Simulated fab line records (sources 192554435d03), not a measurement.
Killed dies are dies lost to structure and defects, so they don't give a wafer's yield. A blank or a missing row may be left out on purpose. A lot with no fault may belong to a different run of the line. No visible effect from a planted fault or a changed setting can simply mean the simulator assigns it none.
fab line records | flow n5-finfet
[record] lots = 7 wafers = 21
route steps=1938 shown BEOL_M0_SAQP@686 BEOL_M1@751 BEOL_M3@937 BEOL_M4@1040
start-h: hours from the record's opening day to when the first of the lot's shown wafers began | wait-h: hours since the lot's step before | " same as the row above | L1.1+2: one row covering several wafers at once | - no value, or no start given | * or withheld: withheld | < > ~ a bound
route shown NAME@n: names a module that has steps shown in the file, with the first one's number in the route | usual: mean and standard deviation over wafers with no fault | same: alike in all rows | chamber/n: place in a boat | sites: each site's reading | _std_site: standard deviation across them | _edge_site: inner sites' mean taken away from outer sites' mean | radius-mm: for every site, how far away it sits from the centre of the wafer | mask NAME#n: copy n | behind: the most recent tool/chamber to have shaped the wafer | hold: reason for holding the lot/hours on hold/outcome of the hold | device: the transistor (n, p or np) that didn't switch | end of line: at the end of the route, the tests of the same wafers | a step without rows: its recipe alone | killed: not the wafer's yield, but the dies lost to structure and defects at the first sort | map: a wafer's dies, marking killed ones x, the rest . and places with no die _
set.NAME: setting as actually run; set.NAME@STEP: the setting as run at that earlier step | model.NAME: the simulator's own value behind a step, which no gauge read
lots where settings were altered on purpose, with a table for each step and a row for each wafer
[[steps]]
[step N5_BEOL_M0_SAQP_EXPOSE_37]
[recipe] mask-id = M0_CUT1 na = 0.33 source-shape = annular sigma-inner = 0.35 sigma-outer = 0.8 polarization = unpolarized target-cd-nm = 30 dose-mj = 44.75
// columns lot.wafer tool chamber start-h wait-h mask set.dose-mj
L078.1 euv-scanner-02 0 138.69 - M0_CUT1#0 42.62
L078.4+5 " 0 " " M0_CUT1#0 44.75
L081.4+6 euv-scanner-01 0 155.13 - M0_CUT1#0 47.29
L081.5 " 0 " " M0_CUT1#0 44.75
L082.1+2+6 euv-scanner-02 0 161.55 - M0_CUT1#0 44.75
L085.2+5+6 euv-scanner-01 0 186.49 - M0_CUT1#0 44.75
L090.1 euv-scanner-02 0 209.45 - M0_CUT1#0 44.75
L090.3+5 " 0 " " M0_CUT1#0 47.16
L091.3+4 euv-scanner-02 0 217.72 - M0_CUT1#0 44.75
L091.6 " 0 " " M0_CUT1#0 46.27
L094.1+4 euv-scanner-02 0 234.69 - M0_CUT1#0 45.94
L094.2 " 0 " " M0_CUT1#0 44.75
[step N5_BEOL_M0_SAQP_PEB_38]
[recipe] peb-temp-c = 100 peb-time-s = 60 resist = CAR-EUV
[step N5_BEOL_M0_SAQP_DEVELOP_39]
[recipe] develop-time-s = 30 developer = TMAH resist = CAR-EUV rinse-liquid = surfactant-rinse dry = air-spin dev-temp-c = 23
[step N5_BEOL_M0_SAQP_DESCUM_45]
[recipe] chemistry = O2 time-s = 7 source-power-w = 50 bias-power-w = 20 pressure-mtorr = 20 rf-frequency-hz = 2.712e+07 temp-c = 40 resist = CAR-EUV o2-flow-sccm = 225
// columns lot.wafer tool chamber start-h wait-h set.dose-mj@BEOL_M0_SAQP_EXPOSE_37 model.BEOL_M0_SAQP.cd-nm
L078.1 rie-diel-06 0 138.95 0.0 42.62 29
L078.4 " 2 " " 44.75 30
L078.5 " 0 " " 44.75 30.2
L081.4 rie-diel-06 3 155.37 0.0 47.29 31.2
L081.5 " 2 " " 44.75 30.4
L081.6 " 3 " " 47.29 31
L082.1 rie-diel-03 3 161.97 0.2 44.75 30.2
L082.2+6 " 2,1 " " 44.75 30
L085.2+5+6 rie-diel-01 1,2,3 187.08 0.4 44.75 30
L090.1 rie-diel-01 1 209.70 0.0 44.75 30
L090.3+5 " 3,2 " " 47.16 31.2
L091.3 rie-diel-01 3 217.97 0.0 44.75 30.2
L091.4 " 0 " " 44.75 29.8
L091.6 " 1 " " 46.27 30.8
L094.1 rie-diel-06 1 235.10 0.2 45.94 30.4
L094.2 " 3 " " 44.75 29.6
L094.4 " 2 " " 45.94 30.6
[step N5_BEOL_M0_SAQP_ETCH_88]
[recipe] chemistry = N2/H2 target = underlayer target-depth-a = 65 time-s = 5.2 ion-energy-ev = 200 mask-material = CAR-EUV pressure-mtorr = 30 source-w = 840 bias-w = 150 n2-flow-sccm = 200 h2-flow-sccm = 200 ends = cleared
// columns lot.wafer tool chamber start-h wait-h set.dose-mj@BEOL_M0_SAQP_EXPOSE_37 model.BEOL_M0_SAQP.cd-nm
L078.1 rie-diel-06 0 138.99 0.0 42.62 29.2
L078.4 " 2 " " 44.75 30
L078.5 " 0 " " 44.75 30.2
L081.4 rie-diel-06 3 155.40 0.0 47.29 31.2
L081.5 " 2 " " 44.75 30.4
L081.6 " 3 " " 47.29 31
L082.1 rie-diel-03 3 162.01 0.0 44.75 30.2
L082.2+6 " 2,1 " " 44.75 30
L085.2+5+6 rie-diel-01 1,2,3 187.12 0.0 44.75 30
L090.1 rie-diel-01 1 209.74 0.0 44.75 30
L090.3 " 3 " " 47.16 31.2
L090.5 " 2 " " 47.16 31
L091.3 rie-diel-01 3 218.01 0.0 44.75 30.2
L091.4 " 0 " " 44.75 29.8
L091.6 " 1 " " 46.27 30.6
L094.1 rie-diel-06 1 235.14 0.0 45.94 30.4
L094.2 " 3 " " 44.75 29.6
L094.4 " 2 " " 45.94 30.6
[step N5_BEOL_M0_SAQP_ETCH_73]
[recipe] chemistry = CF4 target = SiARC target-depth-a = 195 mask-material = CAR-EUV time-s = 32.5 ion-energy-ev = 80 pressure-mtorr = 40 source-w = 545 bias-w = 36 Ar_flow_sccm = 100 cf4-flow-sccm = 100 ends = cleared
// columns lot.wafer tool chamber start-h wait-h set.dose-mj@BEOL_M0_SAQP_EXPOSE_37 model.BEOL_M0_SAQP.cd-nm
L078.1 rie-diel-06 0 139.00 0.0 42.62 29.4
L078.4 " 2 " " 44.75 30.2
L078.5 " 0 " " 44.75 30.4
L081.4 rie-diel-06 3 155.42 0.0 47.29 31.2
L081.5 " 2 " " 44.75 30.4
L081.6 " 3 " " 47.29 30.8
L082.1 rie-diel-03 3 162.02 0.0 44.75 30.2
L082.2+6 " 2,1 " " 44.75 30
L085.2+6 rie-diel-01 1,3 187.13 0.0 44.75 30
L085.5 " 2 " " 44.75 29.8
L090.1 rie-diel-01 1 209.75 0.0 44.75 29.8
L090.3 " 3 " " 47.16 31.2
L090.5 " 2 " " 47.16 31
L091.3 rie-diel-01 3 218.02 0.0 44.75 30.4
L091.4 " 0 " " 44.75 29.8
L091.6 " 1 " " 46.27 30.8
L094.1 rie-diel-06 1 235.15 0.0 45.94 30.4
L094.2 " 3 " " 44.75 29.6
L094.4 " 2 " " 45.94 30.6
[step N5_BEOL_M0_SAQP_CUT_ETCH_46]
[recipe] chemistry = N2/H2 target = SOC target-depth-a = 1350 overetch-a = 270 temp-c = 40 time-s = 202.5 ion-energy-ev = 200 mask-material = SiARC pressure-mtorr = 30 source-w = 840 bias-w = 150 n2-flow-sccm = 200 h2-flow-sccm = 200
[step N5_BEOL_M0_SAQP_STRIP_74]
[recipe] chemistry = N2/H2 temp-c = 40 n2-flow-sccm = 200 h2-flow-sccm = 200 rf-frequency-hz = 6e+07
[step N5_BEOL_M0_SAQP_STRIP_89]
[recipe] chemistry = N2/H2 temp-c = 40 n2-flow-sccm = 200 h2-flow-sccm = 200 rf-frequency-hz = 6e+07
[step N5_BEOL_M0_SAQP_ALD_48]
[recipe] material = SiO2 target-thk-a = 200 temp-c = 100 ald-precursor-family = BDEAS ald-co-reactant = O2-plasma pulse-time-s = 1 co-reactant-pulse-time-s = 1 purge-time-s = 2 co-reactant-purge-time-s = 2 ald-cycles = 139 pressure-torr = 2
[step N5_BEOL_M0_SAQP_ETCH_49]
[recipe] chemistry = CF4/O2 target-depth-a = 370 target = SiO2 pressure-mtorr = 40 source-w = 535 bias-w = 49 Ar_flow_sccm = 100 cf4-flow-sccm = 100 O2_flow_sccm = 10 ion-energy-ev = 100
// columns lot.wafer tool chamber start-h wait-h set.dose-mj@BEOL_M0_SAQP_EXPOSE_37 model.BEOL_M0_SAQP.cd-nm
L078.1 rie-diel-01 2 139.76 0.3 42.62 29.4
L078.4 " 1 " " 44.75 30.2
L078.5 " 3 " " 44.75 30.6
L081.4+6 rie-diel-01 1,2 156.91 0.3 47.29 31.2
L081.5 " 1 " " 44.75 30.2
L082.1+2 rie-diel-01 3,0 162.99 0.3 44.75 30
L082.6 " 0 " " 44.75 29.8
L085.2+6 rie-diel-06 2,0 187.89 0.3 44.75 30
L085.5 " 1 " " 44.75 29.8
L090.1 rie-diel-06 0 210.68 0.3 44.75 29.6
L090.3 " 2 " " 47.16 31.2
L090.5 " 3 " " 47.16 31.4
L091.3 rie-diel-01 1 218.78 0.3 44.75 30
L091.4 " 0 " " 44.75 29.6
L091.6 " 2 " " 46.27 30.2
L094.1+4 rie-diel-06 0,1 236.05 0.4 45.94 30.4
L094.2 " 2 " " 44.75 30
[step N5_BEOL_M1_ILD_DEP_00]
[recipe] material = SiOC target-thk-a = 790 temp-c = 350 precursor = DEMS/O2 pressure-torr = 5 rf-w = 500 time-s = 15.3
// columns lot.wafer tool chamber start-h wait-h set.time-s model.SiOC_of_BEOL_M1_ILD_DEP_00.thk-nm
L078.1 pecvd-03 0 144.27 0.0 15.3 78.6
L078.4 " 2 " " 15.3 79
L078.5 " 2 " " 15.3 80
L081.4 pecvd-02 1 163.29 0.1 15.3 78.8
L081.5 " 2 " " 16.44 84.2
L081.6 " 0 " " 16.44 84.4
L082.1 pecvd-01 2 169.32 0.0 15.3 77.8
L082.2 " 1 " " 15.3 78
L082.6 " 1 " " 15.3 79.6
L085.2 pecvd-03 1 193.56 0.0 15.3 78.2
L085.5 " 0 " " 13.56 70.8
L085.6 " 2 " " 15.3 79
L090.1+5 pecvd-03 1,2 218.53 0.0 15.3 78.8
L090.3 " 2 " " 15.3 78
L091.3 pecvd-01 1 228.38 0.1 15.3 80.8
L091.4 " 0 " " 14.47 76.2
L091.6 " 0 " " 15.3 80.6
L094.1 pecvd-02 2 243.73 0.0 17.51 90.6
L094.2 " 0 " " 17.51 89.2
L094.4 " 2 " " 15.3 80.4
[step N5_BEOL_M1_THK_MEAS_01]
[recipe] reads = SiOC_of_BEOL_M1_ILD_DEP_00
[usual] M1_ILD_THK = 78.9/0.99
// columns lot.wafer tool chamber start-h wait-h set.time-s@BEOL_M1_ILD_DEP_00 M1_ILD_THK[nm]
L078.1 film-metro-01 - 144.35 0.1 15.3 78.6
L078.4 " - " " 15.3 79.1
L078.5 " - " " 15.3 80.1
L081.4 film-metro-01 - 163.34 0.0 15.3 78.8
L081.5 " - " " 16.44 84.1
L081.6 " - " " 16.44 84.4
L082.1 film-metro-01 - 169.39 0.0 15.3 77.8
L082.2 " - " " 15.3 78.0
L082.6 " - " " 15.3 79.6
L085.2 film-metro-02 - 193.63 0.1 15.3 78.1
L085.5 " - " " 13.56 70.7
L085.6 " - " " 15.3 79.1
L090.1 film-metro-01 - 218.60 0.0 15.3 78.7
L090.3 " - " " 15.3 78.1
L090.5 " - " " 15.3 78.7
L091.3 film-metro-02 - 228.45 0.1 15.3 80.9
L091.4 " - " " 14.47 76.3
L091.6 " - " " 15.3 80.6
L094.1 film-metro-02 - 243.79 0.0 17.51 90.6
L094.2 " - " " 17.51 89.1
L094.4 " - " " 15.3 80.4
[step N5_BEOL_M1_COAT_05]
[recipe] resist = CAR-EUV spin-rpm = 1500 resist-thk-nm = 30
// columns lot.wafer tool chamber start-h wait-h set.spin-rpm model.CAR-EUV_of_BEOL_M1_COAT_05.thk-nm
L078.1+4+5 litho-track-05 0 - - 1500 30
L081.4 litho-track-03 0 - - 1447 30.6
L081.5 " 0 " " 1447 30.8
L081.6 " 0 " " 1500 30
L082.1 litho-track-02 0 - - 1500 30.2
L082.2+6 " 0 " " 1500 30
L085.2+6 litho-track-05 0 - - 1500 30
L085.5 " 0 " " 1386 31.2
L090.1+3 litho-track-03 0 - - 1346 31.8
L090.5 " 0 " " 1500 30
L091.3 litho-track-05 0 - - 1500 30.2
L091.4+6 " 0 " " 1338 31.8
L094.1 litho-track-02 0 - - 1569 29.4
L094.2+4 " 0 " " 1569 29.6
[step N5_BEOL_M1_TRENCH_ETCH_37]
[recipe] chemistry = C4F6/O2 target-depth-a = 552.07 target = SiOC time-s = 29 ion-energy-ev = 250 pressure-mtorr = 30 source-w = 355 bias-w = 185 Ar_flow_sccm = 300 C4F6_flow_sccm = 10 O2_flow_sccm = 10
// columns lot.wafer tool chamber start-h wait-h set.time-s model.BEOL_M1.feature-depth-nm model.etch.depth-nm
L078.1 rie-diel-01 1 - - 29 54.8 54.78
L078.4 " 0 " " 29 53.6 53.55
L078.5 " 1 " " 25.92 49 49.07
L081.4 rie-diel-06 2 - - 29 55 54.95
L081.5 " 2 " " 24.49 46.2 46.22
L081.6 " 1 " " 24.49 47.4 47.49
L082.1 rie-diel-01 3 - - 29 55.8 55.77
L082.2 " 1 " " 29 55.8 55.7
L082.6 " 2 " " 29 55.4 55.49
L085.2 rie-diel-01 0 - - 22.68 42 42.03
L085.5 " 2 " " 22.68 43.2 43.16
L085.6 " 1 " " 29 55.4 55.38
L090.1 rie-diel-01 0 - - 29 53.6 53.6
L090.3 " 2 " " 26.68 51 50.94
L090.5 " 0 " " 26.68 49.8 49.71
L091.3 rie-diel-06 2 - - 29 54 54.01
L091.4 " 0 " " 29 54.4 54.35
L091.6 " 1 " " 34.6 65.8 65.85
L094.1 rie-diel-03 0 - - 29 55.6 55.68
L094.2 " 3 " " 32.79 63 62.92
L094.4 " 2 " " 32.79 61 60.99
[step N5_BEOL_M1_ETCH_41]
[recipe] chemistry = CH3F/O2 target = SiCN target-depth-a = 319 taper-deg = 2 time-s = 57.8 ion-energy-ev = 120 mask-material = TiN pressure-mtorr = 30 source-w = 395 bias-w = 75 Ar_flow_sccm = 150 CH3F_flow_sccm = 30 O2_flow_sccm = 20
[step N5_BEOL_M1_STRIP_97]
[recipe] chemistry = N2/H2 time-s = 10 power-w = 450 temp-c = 40 pressure-mtorr = 20 rf-frequency-hz = 6e+07 bias-power-w = 7 n2-flow-sccm = 200 h2-flow-sccm = 200
[step N5_BEOL_M1_OCD_MEAS_38]
[usual] trench-depth-nm = 55.1/0.86
// columns lot.wafer tool chamber start-h wait-h set.time-s@BEOL_M1_TRENCH_ETCH_37 trench-depth-nm
L078.1 ocd-02 - 150.34 - 29 55.2
L078.4 " - " " 29 53.2
L078.5 " - " " 25.92 49.3
L081.4 ocd-02 - 168.02 - 29 55.4
L081.5 " - " " 24.49 46.1
L081.6 " - " " 24.49 48.2
L082.1 ocd-01 - 173.17 - 29 55.8
L082.2 " - " " 29 56.2
L082.6 " - " " 29 55.5
L085.2 ocd-01 - 200.89 - 22.68 42.2
L085.5 " - " " 22.68 43.6
L085.6 " - " " 29 55.0
L090.1 ocd-01 - 221.13 - 29 53.7
L090.3 " - " " 26.68 50.8
L090.5 " - " " 26.68 50.2
L091.3 ocd-01 - 230.72 - 29 53.4
L091.4 " - " " 29 54.4
L091.6 " - " " 34.6 65.4
L094.1 ocd-02 - 248.50 - 29 55.6
L094.2 " - " " 32.79 62.6
L094.4 " - " " 32.79 61.1
[step N5_BEOL_M3_COAT_73]
[recipe] resist = underlayer temp-c = 205 time-s = 60 spin-rpm = 1500 resist-thk-nm = 5
// columns lot.wafer tool chamber start-h wait-h set.spin-rpm
L078.1+5 litho-track-05 0 - - 1393
L078.4 " 0 " " 1500
L081.4+5+6 litho-track-03 0 - - 1500
L082.1+2+6 litho-track-05 0 - - 1500
L085.2 litho-track-03 0 - - 1500
L085.5+6 " 0 " " 1433
L090.1+5 litho-track-05 0 - - 1622
L090.3 " 0 " " 1500
L091.3 litho-track-04 0 - - 1500
L091.4+6 " 0 " " 1572
L094.1+2+4 litho-track-05 0 - - 1500
[step N5_BEOL_M3_COAT_05]
[recipe] resist = CAR-EUV spin-rpm = 1500 resist-thk-nm = 30
// columns lot.wafer tool chamber start-h wait-h set.spin-rpm model.CAR-EUV_of_BEOL_M3_COAT_05.thk-nm
L078.1 litho-track-05 0 - - 1640 28.8
L078.4 " 0 " " 1500 30
L078.5 " 0 " " 1500 30.2
L081.4+6 litho-track-03 0 - - 1500 30
L081.5 " 0 " " 1500 29.8
L082.1+2+6 litho-track-05 0 - - 1500 30.2
L085.2+5+6 litho-track-03 0 - - 1500 29.8
L090.1+5 litho-track-05 0 - - 1500 30
L090.3 " 0 " " 1500 30.2
L091.3+6 litho-track-04 0 - - 1500 30
L091.4 " 0 " " 1597 29
L094.1 litho-track-05 0 - - 1500 30
L094.2 " 0 " " 1414 31.2
L094.4 " 0 " " 1500 30.2
[step N5_BEOL_M3_EBR_07]
[recipe] solvent = PGMEA ebr-width-mm = 1.5
[step N5_BEOL_M3_SOFTBAKE_06]
[recipe] temp-c = 110 time-s = 60 resist = CAR-EUV
[step N5_BEOL_M3_EXPOSE_08]
[recipe] mask-id = M3 na = 0.33 source-shape = dipole sigma-inner = 0.369 sigma-outer = 0.767 polarization = unpolarized dose-mj = 33
[step N5_BEOL_M3_PEB_09]
[recipe] peb-temp-c = 100 peb-time-s = 60 resist = CAR-EUV
[step N5_BEOL_M3_DEVELOP_10]
[recipe] develop-time-s = 30 developer = TMAH resist = CAR-EUV rinse-liquid = surfactant-rinse dry = air-spin dev-temp-c = 23
// columns lot.wafer tool chamber start-h wait-h set.spin-rpm@BEOL_M3_COAT_05 model.CAR-EUV_of_BEOL_M3_COAT_05.thk-nm
L078.1 litho-track-05 0 - - 1640 28.4
L078.4+5 " 0 " " 1500 29.6
L081.4 litho-track-05 0 - - 1500 29.6
L081.5+6 " 0 " " 1500 29.4
L082.1+6 litho-track-04 0 - - 1500 29.8
L082.2 " 0 " " 1500 29.6
L085.2+5+6 litho-track-03 0 - - 1500 29.4
L090.1+3+5 litho-track-05 0 - - 1500 29.6
L091.3 litho-track-04 0 - - 1500 29.6
L091.4 " 0 " " 1597 28.6
L091.6 " 0 " " 1500 29.4
L094.1+4 litho-track-03 0 - - 1500 29.6
L094.2 " 0 " " 1414 30.6
[step N5_BEOL_M3_DESCUM_16]
[recipe] chemistry = O2 time-s = 7 source-power-w = 50 bias-power-w = 20 pressure-mtorr = 20 rf-frequency-hz = 2.712e+07 temp-c = 40 resist = CAR-EUV o2-flow-sccm = 225
// columns lot.wafer tool chamber start-h wait-h set.spin-rpm@BEOL_M3_COAT_05 model.CAR-EUV_of_BEOL_M3_COAT_05.thk-nm
L078.1 rie-diel-03 3 169.20 0.0 1640 24.8
L078.4+5 " 1,3 " " 1500 26.2
L081.4+5+6 rie-diel-03 3,0,1 182.54 0.0 1500 26
L082.1+2+6 rie-diel-06 3,2,2 191.42 0.0 1500 26.2
L085.2+5 rie-diel-01 3 216.78 0.0 1500 26
L085.6 " 2 " " 1500 25.8
L090.1+5 rie-diel-01 1 236.29 0.2 1500 26
L090.3 " 3 " " 1500 26.2
L091.3+6 rie-diel-01 0,1 248.58 0.2 1500 26
L091.4 " 2 " " 1597 25
L094.1 rie-diel-06 2 271.67 0.0 1500 26
L094.2 " 1 " " 1414 27.2
L094.4 " 0 " " 1500 26.2
[step N5_BEOL_M3_ETCH_74]
[recipe] chemistry = N2/H2 target = underlayer target-depth-a = 65 mask-material = CAR-EUV time-s = 5.2 ion-energy-ev = 200 pressure-mtorr = 30 source-w = 840 bias-w = 150 n2-flow-sccm = 200 h2-flow-sccm = 200 ends = cleared
// columns lot.wafer tool chamber start-h wait-h set.spin-rpm@BEOL_M3_COAT_73 model.etch.depth-nm
L078.1 rie-diel-03 3 169.24 0.0 1393 5.188
L078.4 " 1 " " 1500 5
L078.5 " 3 " " 1393 5.186
L081.4 rie-diel-03 3 182.58 0.0 1500 4.977
L081.5 " 0 " " 1500 4.976
L081.6 " 1 " " 1500 5.004
L082.1 rie-diel-06 3 191.46 0.0 1500 5.028
L082.2 " 2 " " 1500 5.033
L082.6 " 2 " " 1500 5.027
L085.2 rie-diel-01 3 216.82 0.0 1500 5.009
L085.5 " 3 " " 1433 5.103
L085.6 " 2 " " 1433 5.1
L090.1 rie-diel-01 1 236.33 0.0 1622 4.803
L090.3 " 3 " " 1500 5.013
L090.5 " 1 " " 1622 4.802
L091.3 rie-diel-01 0 248.62 0.0 1500 5.015
L091.4 " 2 " " 1572 4.909
L091.6 " 1 " " 1572 4.904
L094.1 rie-diel-06 2 271.70 0.0 1500 5.004
L094.2 " 1 " " 1500 5.019
L094.4 " 0 " " 1500 5.008
[step N5_BEOL_M4_ETCH_64]
[recipe] chemistry = N2/H2 target = SOC target-depth-a = 750 overetch-a = 225 mask-material = SiARC temp-c = 40 time-s = 121.9 ion-energy-ev = 200 pressure-mtorr = 30 source-w = 840 bias-w = 150 n2-flow-sccm = 200 h2-flow-sccm = 200
[usual] rf-vpp-V = 523.5/2.6
// columns lot.wafer tool chamber start-h wait-h set.bias-w rf-vpp-V model.SiARC_of_BEOL_M4_COAT_62.thk-nm
L078.1 rie-diel-04 3 187.52 0.0 123.1 459.1 7.6
L078.4 " 2 " " 150 522.4 6.2
L078.5 " 0 " " 150 520.2 6.4
L081.4 rie-diel-02 1 191.33 0.0 150 525.1 6.4
L081.5 " 2 " " 125.9 470.5 7.6
L081.6 " 3 " " 125.9 469.7 7.6
L082.1 rie-diel-04 1 203.97 0.0 150 526.5 6.6
L082.2 " 0 " " 150 521.4 6.4
L082.6 " 2 " " 150 521.7 6.2
L085.2 rie-diel-02 1 225.05 0.0 150 524.7 6.4
L085.5 " 0 " " 142.4 503.2 6.6
L085.6 " 1 " " 150 524.1 6.4
L090.1 rie-diel-02 0 243.43 0.0 162.4 547.7 5.8
L090.3 " 2 " " 150 526.0 6.4
L090.5 " 1 " " 162.4 552.7 5.8
L091.3 rie-diel-04 3 257.38 0.0 123.3 459.4 7.6
L091.4 " 2 " " 150 523.6 6.2
L091.6 " 3 " " 123.3 460.6 7.6
L094.1 rie-diel-04 2 281.55 0.0 150 521.8 6.2
L094.2 " 0 " " 171.2 564.7 5.6
L094.4 " 3 " " 150 521.8 6.4
[[key]]
[split] step = N5_BEOL_M0_SAQP_EXPOSE_37 setting = dose-mj stated = 44.75 by = wafer
[response] step = N5_BEOL_M0_SAQP_DESCUM_45 reading = model.BEOL_M0_SAQP.cd-nm change = +0.203 per = 1% r = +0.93
[response] step = N5_BEOL_M0_SAQP_ETCH_88 reading = model.BEOL_M0_SAQP.cd-nm change = +0.182 per = 1% r = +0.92
[response] step = N5_BEOL_M0_SAQP_ETCH_73 reading = model.BEOL_M0_SAQP.cd-nm change = +0.19 per = 1% r = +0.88
[response] step = N5_BEOL_M0_SAQP_ETCH_49 reading = model.BEOL_M0_SAQP.cd-nm change = +0.215 per = 1% r = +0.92
[split] step = N5_BEOL_M1_ILD_DEP_00 setting = time-s stated = 15.3 by = wafer
[response] step = N5_BEOL_M1_ILD_DEP_00 reading = model.SiOC_of_BEOL_M1_ILD_DEP_00.thk-nm change = +0.689 per = 1% r = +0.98
[response] step = N5_BEOL_M1_THK_MEAS_01 reading = M1_ILD_THK change = +0.688 per = 1% r = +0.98
[split] step = N5_BEOL_M1_COAT_05 setting = spin-rpm stated = 1500 by = wafer
[response] step = N5_BEOL_M1_COAT_05 reading = model.CAR-EUV_of_BEOL_M1_COAT_05.thk-nm change = -0.162 per = 1% r = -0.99
[split] step = N5_BEOL_M1_TRENCH_ETCH_37 setting = time-s stated = 29 by = wafer
[response] step = N5_BEOL_M1_TRENCH_ETCH_37 reading = model.BEOL_M1.feature-depth-nm change = +0.553 per = 1% r = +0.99
[response] step = N5_BEOL_M1_TRENCH_ETCH_37 reading = model.etch.depth-nm change = +0.551 per = 1% r = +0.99
[response] step = N5_BEOL_M1_OCD_MEAS_38 reading = trench-depth-nm change = +0.538 per = 1% r = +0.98
[split] step = N5_BEOL_M3_COAT_73 setting = spin-rpm stated = 1500 by = wafer
[response] step = N5_BEOL_M3_ETCH_74 reading = model.etch.depth-nm change = -0.0249 per = 1% r = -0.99
[split] step = N5_BEOL_M3_COAT_05 setting = spin-rpm stated = 1500 by = wafer
[response] step = N5_BEOL_M3_COAT_05 reading = model.CAR-EUV_of_BEOL_M3_COAT_05.thk-nm change = -0.154 per = 1% r = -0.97
[response] step = N5_BEOL_M3_DEVELOP_10 reading = model.CAR-EUV_of_BEOL_M3_COAT_05.thk-nm change = -0.141 per = 1% r = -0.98
[response] step = N5_BEOL_M3_DESCUM_16 reading = model.CAR-EUV_of_BEOL_M3_COAT_05.thk-nm change = -0.16 per = 1% r = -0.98
[split] step = N5_BEOL_M4_ETCH_64 setting = bias-w stated = 150 by = wafer
[response] step = N5_BEOL_M4_ETCH_64 reading = rf-vpp-V change = +3.4 per = 1% r = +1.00
[response] step = N5_BEOL_M4_ETCH_64 reading = model.SiARC_of_BEOL_M4_COAT_62.thk-nm change = -0.07 per = 1% r = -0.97
